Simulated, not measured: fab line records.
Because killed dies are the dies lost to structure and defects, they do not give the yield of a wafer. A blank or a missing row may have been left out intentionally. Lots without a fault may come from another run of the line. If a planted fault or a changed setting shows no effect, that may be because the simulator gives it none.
fab line records | flow n5_finfet
[record] lots = 10 wafers = 30 last_day = 20
route steps=1938 shown BEOL_M0_SAQP@650 BEOL_M4@1111 PASSIVATION@1936
lots that met no fault: taken from a fault-free run of the same line
start_h: hours from the record's first day to the start of the lot's first wafer shown | wait_h: hours elapsed since this lot's preceding step | " the same as in the row above | L1.1+2: several wafers, shown together as one row | - no value present, or no start provided | * or withheld: withheld | < > ~ a bound
route shown NAME@n: NAME is a module with steps in the file, n the number in the route of the first one | usual: mean/standard deviation of fault-free wafers | same: alike in all rows | chamber/n: place in a boat | sites: per-site readings | _std_site: the standard deviation of these | _edge_site: the outer-site mean with the inner-site mean subtracted | radius_mm: how far each site lies from the wafer's centre | mask NAME#n: copy n | behind: the tool/chamber that last shaped the wafer | hold: why the lot went on hold/how many hours it stayed there/how the hold came to an end | device: the n, p or np transistor that did not switch | end of line: tests of these same wafers at the route's end | for a step that has no rows: nothing shown but its recipe | killed: the dies lost at the first sort to structure and to defects; this is not the yield of the wafer | map: shows each die of a wafer: x if killed, . if not, _ if none is there
set.NAME: setting as actually run; set.NAME@STEP: the setting as run at that earlier step | model.NAME: the simulator's own value behind a step, which no gauge read
one table for each step of the route and one row for each wafer, over a sample of lots
services: from which hour (start_h, from the record's first day; less than 0 if before it) a tool's chamber was out of use, for how many hours, and why
[[steps]]
[step N5_BEOL_M0_SAQP_OVL_MEAS_15]
[recipe] points_per_wafer = 44
[usual] M0_CORE_OVL = 0.2/0.58
// columns lot.wafer tool chamber start_h wait_h M0_CORE_OVL[nm]
L564.2 overlay-01 0 107.85 0.0 0.4
L564.3 " 0 " " 0.6
L564.4 " 0 " " 0.1
L565.1 overlay-01 0 117.08 0.0 0.4
L565.4 " 0 " " 0.3
L565.5 " 0 " " 0.4
L570.2 overlay-01 0 142.86 0.0 -0.7
L570.4 " 0 " " -0.7
L570.6 " 0 " " -1.5
L571.2 overlay-02 0 151.66 0.0 0.5
L571.3 " 0 " " 0.2
L571.5 " 0 " " -0.2
L573.1 overlay-02 0 164.88 0.0 0.9
L573.2 " 0 " " 1.5
L573.6 " 0 " " 0.7
L578.3 overlay-01 0 194.29 0.0 -0.6
L578.5 " 0 " " 0.0
L578.6 " 0 " " 0.4
L584.2 overlay-01 0 227.41 0.0 0.5
L584.3 " 0 " " 0.8
L584.6 " 0 " " 1.2
L585.1 overlay-01 0 232.36 0.0 0.5
L585.2 " 0 " " 1.0
L585.3 " 0 " " 0.7
L586.1 overlay-01 0 240.19 0.0 0.8
L586.2 " 0 " " 0.2
L586.4 " 0 " " -0.2
L587.3 overlay-02 0 245.66 0.0 -0.2
L587.5 " 0 " " -0.1
L587.6 " 0 " " -0.2
[step N5_BEOL_M0_SAQP_RECESS_114]
[recipe] chemistry = HF/NH3 target = SiO2 target_depth_a = 144 afs_cycles = 3 temp_c = 30 sublimation_temp_c = 180 sublimation_time_s = 60
[usual] drypump_motor_current_A = 6.04/0.25
// columns lot.wafer tool chamber start_h wait_h drypump_motor_current_A
L564.2 vapor_etch-02 1 108.89 0.0 6.26
L564.3 " 0 " " 5.81
L564.4 " 1 " " 6.25
L565.1 vapor_etch-01 0 117.66 0.0 6.30
L565.4 " 0 " " 6.31
L565.5 " 0 " " 6.29
L570.2 vapor_etch-01 0 143.78 0.1 6.29
L570.4 " 0 " " 6.21
L570.6 " 0 " " 6.26
L571.2 vapor_etch-01 1 152.23 0.0 5.69
L571.3 " 1 " " 5.71
L571.5 " 1 " " 5.70
L573.1 vapor_etch-02 1 165.47 0.0 6.21
L573.2 " 0 " " 5.82
L573.6 " 1 " " 6.22
L578.3 vapor_etch-02 0 194.97 0.1 5.82
L578.5 " 1 " " 6.27
L578.6 " 0 " " 5.82
L584.2 vapor_etch-01 1 227.99 0.0 5.73
L584.3 " 0 " " 6.24
L584.6 " 0 " " 6.23
L585.1 vapor_etch-01 0 232.92 0.0 6.34
L585.2 " 1 " " 5.71
L585.3 " 1 " " 5.69
L586.1 vapor_etch-02 1 240.91 0.0 6.23
L586.2 " 0 " " 5.83
L586.4 " 1 " " 6.19
L587.3 vapor_etch-01 1 247.01 0.1 5.73
L587.5 " 0 " " 6.23
L587.6 " 1 " " 5.71
[step N5_BEOL_M0_SAQP_ETCH_106]
[recipe] chemistry = N2/H2 target = SOC target_depth_a = 1500 stop_on = SiNx ion_energy_ev = 100 bias_w = 61 pressure_mtorr = 30 source_w = 850 n2_flow_sccm = 200 h2_flow_sccm = 200
[usual] bias_w = 61.01/0.18 chamber_pressure_mTorr = 30.00/0.034 drypump_motor_current_A = 5.5/0.43 oes_product_au = 0.78/0.073 rf_vpp_V = 240.7/1.4 showerhead_plenum_p_Torr = 2.54/0.098 throttle_valve_pct = 17.90/0.24
// columns lot.wafer tool chamber start_h wait_h bias_w chamber_pressure_mTorr drypump_motor_current_A oes_product_au rf_hours_counter_h rf_vpp_V showerhead_plenum_p_Torr throttle_valve_pct
L564.2 rie_diel-05 2 110.65 - 61.10 29.99 5.5 0.78 119 240.8 2.43 17.63
L564.3 " 3 " " 60.88 30.01 5.0 0.88 20 240.2 2.48 17.65
L564.4 " 1 " " 60.85 29.93 5.9 0.91 29 242.4 2.70 18.04
L565.1 rie_diel-05 1 120.42 - 60.93 29.98 5.9 0.90 33 242.4 2.70 18.05
L565.4 " 3 " " 61.25 29.96 4.9 0.89 24 239.6 2.48 17.67
L565.5 " 3 " " 61.38 30.06 5.0 0.89 - 239.8 2.48 17.67
L570.2 rie_diel-05 2 146.29 - 60.99 29.98 5.5 0.77 130 240.5 2.43 17.64
L570.4 " 3 " " 60.80 29.96 5.0 0.87 32 240.3 2.48 17.68
L570.6 " 3 " " 60.85 30.06 5.0 0.88 - 239.5 2.48 17.69
L571.2 rie_diel-04 0 153.99 - 61.16 30.03 5.8 0.70 210 240.3 2.53 18.18
L571.3 " 2 " " 60.87 30.01 5.5 0.78 123 239.5 2.44 17.52
L571.5 " 1 " " 60.82 30.03 5.8 0.86 - 240.0 2.48 17.86
L573.1 rie_diel-05 2 167.58 - 61.05 30.02 5.5 0.76 135 238.3 2.43 17.66
L573.2 " 1 " " 61.15 29.99 5.9 0.87 46 243.6 2.70 18.07
L573.6 " 1 " " 60.96 29.99 5.9 0.88 - 243.3 2.70 18.07
L578.3 rie_diel-05 0 196.96 - 60.92 29.97 4.7 0.71 198 242.5 2.65 18.09
L578.5 " 1 " " 61.16 30.04 5.9 0.87 - 242.1 2.69 18.08
L578.6 " 2 " " 60.76 30.00 5.5 0.75 - 237.5 2.42 17.68
L584.2 rie_diel-05 3 229.87 - - - - - - - - -
L584.3 " 1 " " - - - - - - - -
L584.6 " 3 " " - - - - - - - -
L585.1 rie_diel-04 0 234.70 - - - - - - - - -
L585.2 " 2 " " - - - - - - - -
L585.3 " 3 " " - - - - - - - -
L586.1 rie_diel-04 3 243.08 - 61.00 29.99 5.9 0.70 240 239.9 2.51 18.22
L586.2 " 1 " " 60.87 30.01 5.7 0.82 77 239.6 2.47 17.90
L586.4 " 2 " " 60.91 30.01 5.5 0.75 147 240.2 2.43 17.54
L587.3 rie_diel-05 0 249.67 - 61.20 30.03 4.7 0.69 215 243.2 2.64 18.11
L587.5 " 0 " " 60.92 30.04 4.7 0.69 - 241.8 2.64 18.11
L587.6 " 1 " " 60.89 30.00 5.9 0.85 - 242.6 2.69 18.12
[step N5_BEOL_M0_SAQP_SPACER2_ALD_26]
[recipe] material = SiO2 target_thk_a = 150 temp_c = 300 ald_precursor_family = BDEAS ald_co_reactant = O2-plasma pulse_time_s = 1 purge_time_s = 2 co_reactant_purge_time_s = 2 pressure_torr = 2
[usual] heater_power_outer_w = 269/32 heater_power_w = 475/41 precursor_pulse_height_rel = 0.998/0.019
// columns lot.wafer tool chamber start_h wait_h heater_power_outer_w heater_power_w precursor_pulse_height_rel
L564.2 ald_sin-02 0 111.08 0.2 219 433 0.991
L564.3 " 1 " " 265 490 0.990
L564.4 " 3 " " 297 503 1.008
L565.1 ald_sin-01 3 121.36 0.2 243 434 1.019
L565.4 " 0 " " 258 472 0.975
L565.5 " 2 " " 282 465 1.004
L570.2 ald_sin-04 1 146.60 0.1 315 516 0.992
L570.4 " 2 " " 283 505 1.028
L570.6 " 3 " " 236 411 0.991
L571.2 ald_sin-04 3 155.12 0.9 235 415 1.008
L571.3 " 0 " " 250 461 1.031
L571.5 " 2 " " 287 505 1.010
L573.1 ald_sin-02 3 167.88 0.1 298 504 0.999
L573.2 " 1 " " 266 505 0.971
L573.6 " 0 " " 224 440 0.992
L578.3 ald_sin-04 1 197.26 0.1 317 524 0.989
L578.5 " 0 " " 261 464 1.000
L578.6 " 1 " " 330 527 0.994
L584.2 ald_sin-02 1 230.18 0.1 261 473 0.987
L584.3 " 3 " " 318 528 1.013
L584.6 " 2 " " 231 412 0.998
L585.1 ald_sin-01 3 235.01 0.1 250 427 1.020
L585.2 " 0 " " 257 464 0.993
L585.3 " 1 " " 304 550 1.007
L586.1 ald_sin-04 1 243.39 0.1 324 529 1.049
L586.2 " 3 " " 240 423 0.978
L586.4 " 0 " " 256 456 0.983
L587.3 ald_sin-01 0 249.98 0.1 259 481 0.987
L587.5 " 3 " " 245 425 1.019
L587.6 " 0 " " 255 484 0.968
[step N5_BEOL_M4_RC_MEAS_101]
[usual] DIBL_N = 36.3/1.6 DIBL_P = 36.4/2.1 IOFF_N = 0.16/0.032 IOFF_P = 0.22/0.044 ION_N = 675/12 ION_P = 463/8.3 SS_N = 71.6/0.64 SS_P = 73.3/0.67 VT_N = 250/3.3 VT_P = -250/3.7
// columns lot.wafer tool chamber start_h wait_h DIBL_N[mV/V] DIBL_P[mV/V] IOFF_N[nA/um] IOFF_P[nA/um] ION_N[uA/um] ION_P[uA/um] SS_N[mV/dec] SS_P[mV/dec] VT_N[mV] VT_P[mV]
L564.2 prober-01 0 221.38 0.2 33.9 34.4 0.12 0.18 664 454 70.7 72.0 254 -252
L564.3 " 0 " " 35.8 36.6 0.16 0.21 683 466 71.1 72.7 250 -253
L564.4 " 0 " " 33.8 33.3 0.12 0.17 663 460 71.6 72.3 252 -254
L565.1 prober-01 0 227.39 0.0 33.7 33.5 0.13 0.19 671 471 71.2 72.6 252 -249
L565.4 " 0 " " 33.8 33.5 0.12 0.19 659 464 71.0 73.0 254 -249
L565.5 " 0 " " 35.0 35.4 0.15 0.22 664 463 71.5 72.8 250 -251
L570.2 prober-01 0 231.91 0.2 35.5 36.4 0.16 0.22 679 465 71.4 73.5 248 -251
L570.4 " 0 " " 35.7 36.0 0.15 0.21 668 457 71.8 72.9 251 -248
L570.6 " 0 " " 34.7 34.5 0.13 0.18 663 451 71.7 73.5 253 -250
L571.2 prober-01 0 252.46 0.2 36.8 38.9 0.19 0.26 690 472 71.3 74.1 249 -248
L571.3 " 0 " " 36.9 38.7 0.19 0.26 682 471 71.8 73.6 249 -248
L571.5 " 0 " " 37.2 40.1 0.20 0.29 697 486 71.9 74.9 247 -245
L573.1 prober-02 0 257.00 0.0 35.4 35.7 0.15 0.18 665 457 71.2 72.8 251 -254
L573.2 " 0 " " 37.9 38.7 0.21 0.23 697 468 71.7 74.1 246 -250
L573.6 " 0 " " 36.7 37.3 0.18 0.20 674 454 71.2 73.0 249 -251
L578.3 prober-02 0 300.57 0.3 35.9 34.6 0.14 0.19 661 454 72.3 73.2 251 -250
L578.5 " 0 " " 38.0 38.2 0.19 0.24 675 463 71.3 73.5 246 -249
L578.6 " 0 " " 36.0 35.5 0.15 0.20 661 457 71.9 73.4 251 -250
L586.1 prober-02 0 354.48 0.0 35.4 36.1 0.13 0.16 665 456 71.8 72.6 254 -253
L586.2 " 0 " " 34.7 35.6 0.13 0.16 662 456 71.1 73.2 252 -256
L586.4 " 0 " " 40.7 41.8 0.24 0.26 697 463 73.0 74.2 245 -247
L587.3 prober-01 0 381.41 0.3 35.7 34.9 0.15 0.21 665 459 71.9 72.9 250 -250
L587.5 " 0 " " 37.1 36.6 0.17 0.23 670 462 72.6 73.0 248 -248
L587.6 " 0 " " 35.8 35.0 0.15 0.21 680 463 72.4 72.9 253 -251
[step N5_PASSIVATION_PROBE_49]
[usual] defect_limited_yield = 91.4/1.2 killed_at_M0_to_M3 = 35/11 killed_at_M4_up = 14/6 killed_at_contacts = 12/6.7 killed_at_front_end = 37/9.7 killed_at_other = 3.5/2.5 killed_dies = 102/15 killed_on_rim = 13/3.6 killed_open = 67/12 killed_short = 33/7.3 sort_bin_5_function = 5.1/0.81 sort_bin_6_memory = 3.2/0.65 sort_n_pass = 1078/15 sort_yield_pct = 91.4/1.2
[same] gross_dies = 1180 killed_at_back_side = 0 sort_bin_4_leakage[%] = 0 sort_bin_8_speed[%] = 0
// columns lot.wafer tool chamber start_h wait_h defect_limited_yield[%] killed_at_M0_to_M3 killed_at_M4_up killed_at_contacts killed_at_front_end killed_at_other killed_dies killed_on_rim killed_open killed_short sort_bin_5_function[%] sort_bin_6_memory[%] sort_n_pass sort_yield_pct[%]
L565.1 prober-01 - 356.70 0.0 90.8 19 10 14 60 6 109 18 58 48 5.5 3.6 1071 90.8
L565.4 prober-01 - 356.85 0.2 92.4 30 11 19 25 5 90 13 58 32 4.3 3.1 1090 92.4
L565.5 prober-01 - 356.90 0.2 92.3 23 9 13 39 7 91 7 62 29 4.4 3.0 1089 92.3
L584.2 prober-02 - 414.35 0.1 0 1117 11 7 39 6 1180 152 56 26 97.6 2.1 0 0
L584.3 prober-02 - 414.40 0.1 0 1102 6 4 61 7 1180 152 69 33 95.8 3.7 0 0
L584.6 prober-02 - 414.55 0.3 0 1104 12 6 57 1 1180 152 74 31 96.4 3.2 0 0
L585.1 prober-01 - 460.16 0.0 0 1137 6 7 30 0 1180 152 44 19 97.6 1.8 0 0
L585.2 prober-01 - 460.21 0.1 0 1136 8 3 32 1 1180 152 46 26 98.6 1.0 0 0
L585.3 prober-01 - 460.26 0.1 0 1116 6 4 52 2 1180 152 53 28 96.2 3.6 0 0
// killed by level:class
L565.1 FIN_SAQP:geometric_particle:short=24 FIN_SAQP:geometric_particle:open=14 MOL_CONTACT_COAG:geometric_particle:open=12 GATE_CUT:geometric_particle:short=5 BEOL_M0_SAQP:geometric_particle:open=5 BEOL_M3:geometric_particle:open=4 STI_FIN_REVEAL:geometric_particle:open=3 BEOL_M2:geometric_particle:open=3
L565.4 MOL_CONTACT_COAG:geometric_particle:open=15 STI_FIN_REVEAL:geometric_particle:open=8 BEOL_M2:geometric_particle:open=6 FIN_SAQP:geometric_particle:open=5 BEOL_M0_SAQP:geometric_particle:open=5 FIN_SAQP:geometric_particle:short=4 MOL_CONTACT_COAG:geometric_particle:short=4 BEOL_M1:geometric_particle:short=4
L565.5 MOL_CONTACT_COAG:geometric_particle:open=11 FIN_SAQP:geometric_particle:open=9 FIN_SAQP:geometric_particle:short=8 BEOL_M2:geometric_particle:open=7 STI_FIN_REVEAL:geometric_particle:open=6 BEOL_M1:geometric_particle:open=6 BEOL_M1:geometric_particle:short=4 STARTING-WAFER:geometric_particle:open=4
L584.2 BEOL_M0_SAQP:area_etch=1094 FIN_SAQP:geometric_particle:open=15 BEOL_M2:geometric_particle:open=9 FIN_SAQP:geometric_particle:short=5 DUMMY_GATE:geometric_particle:open=5 MOL_CONTACT_COAG:geometric_particle:open=5 BEOL_M4:geometric_particle:open=4 MIM_TOP_ETCH:coat_microbubble_printed=4
L584.3 BEOL_M0_SAQP:area_etch=1078 FIN_SAQP:geometric_particle:open=31 BEOL_M1:geometric_particle:open=8 FIN_SAQP:geometric_particle:short=6 DUMMY_GATE:geometric_particle:open=6 GATE_CUT:geometric_particle:short=5 BEOL_M3:geometric_particle:open=5 MOL_CONTACT_COAG:geometric_particle:open=4
L584.6 BEOL_M0_SAQP:area_etch=1072 FIN_SAQP:geometric_particle:open=29 BEOL_M0_SAQP:geometric_particle:short=7 FIN_SAQP:geometric_particle:short=6 DUMMY_GATE:geometric_particle:open=6 BEOL_M2:geometric_particle:open=6 MOL_CONTACT_COAG:geometric_particle:open=6 BEOL_M0_SAQP:geometric_particle:open=6
L585.1 BEOL_M0_SAQP:area_etch=1116 STI_FIN_REVEAL:geometric_particle:open=9 FIN_SAQP:geometric_particle:open=8 MOL_CONTACT_COAG:geometric_particle:open=6 BEOL_M0_SAQP:geometric_particle:open=5 BEOL_M1:geometric_particle:short=4 FIN_SAQP:geometric_particle:short=4 BEOL_M2:geometric_particle:open=4
L585.2 BEOL_M0_SAQP:area_etch=1107 STI_FIN_REVEAL:geometric_particle:open=10 BEOL_M3:geometric_particle:open=10 FIN_SAQP:geometric_particle:open=7 FIN_SAQP:geometric_particle:short=6 STI_FIN_REVEAL:geometric_particle:short=5 BEOL_M0_SAQP:geometric_particle:short=5 BEOL_M2:geometric_particle:open=4
L585.3 BEOL_M0_SAQP:area_etch=1098 FIN_SAQP:geometric_particle:short=14 STI_FIN_REVEAL:geometric_particle:open=12 FIN_SAQP:geometric_particle:open=10 BEOL_M3:geometric_particle:open=5 BEOL_M4:geometric_particle:open=5 STI_FIN_REVEAL:geometric_particle:short=4 DUMMY_GATE:geometric_particle:open=3
[[services]]
// columns tool chamber start_h hours kind
ald_sin-04 - 85.25 14.0 pm
ald_sin-04 0 85.25 14.0 vent_cycle
ald_sin-04 1 85.25 14.0 vent_cycle
ald_sin-04 2 85.25 14.0 vent_cycle
ald_sin-04 3 85.25 14.0 vent_cycle
ald_sin-04 0 99.25 - clean
ald_sin-04 1 99.25 - clean
ald_sin-04 2 99.25 - clean
ald_sin-04 3 99.25 - clean
rie_diel-04 2 105.37 13.3 repair
ald_sin-01 3 131.40 31.4 repair
ald_sin-02 - 176.76 14.0 pm
ald_sin-02 0 176.76 14.0 vent_cycle
ald_sin-02 1 176.76 14.0 vent_cycle
ald_sin-02 2 176.76 14.0 vent_cycle
ald_sin-02 3 176.76 14.0 vent_cycle
ald_sin-02 0 190.76 - clean
ald_sin-02 1 190.76 - clean
ald_sin-02 2 190.76 - clean
ald_sin-02 3 190.76 - clean
rie_diel-04 2 222.58 4.9 repair
rie_diel-05 - 223.92 0.2 repair
ald_sin-04 2 248.89 8.2 repair
[[key]]
[first_sign] step = N5_BEOL_M0_SAQP_ETCH_106 reading = tool_record direction = missing
[effect] step = N5_PASSIVATION_PROBE_49 reading = sort_bin_5_function direction = up sigmas = 99+ usual = 5.1 struck = 97.0
[more_kills_born_at] N5_BEOL_M0_SAQP_ETCH_106@rie_diel-04 = 3321 N5_BEOL_M0_SAQP_ETCH_106@rie_diel-05 = 3244
met_at N5_BEOL_M0_SAQP_ETCH_106
struck_lots L584,L585
later_rows_left_out L584.2,L584.3,L584.6,L585.1,L585.2,L585.3
not_acting_at N5_BEOL_M0_SAQP_OVL_MEAS_15,N5_BEOL_M0_SAQP_RECESS_114,N5_BEOL_M0_SAQP_SPACER2_ALD_26
onset_between 196.96 229.87
[fault] kind = skipped_step_whole tool = rie_diel-04,rie_diel-05 chamber = - onset_h = 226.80 steps = N5_BEOL_M0_SAQP_ETCH_106 scope = struck_lots_only
// later_rows_left_out: the simulator's readings of these wafers behind a module that went badly wrong aren't trusted and aren't shown, but for the sort
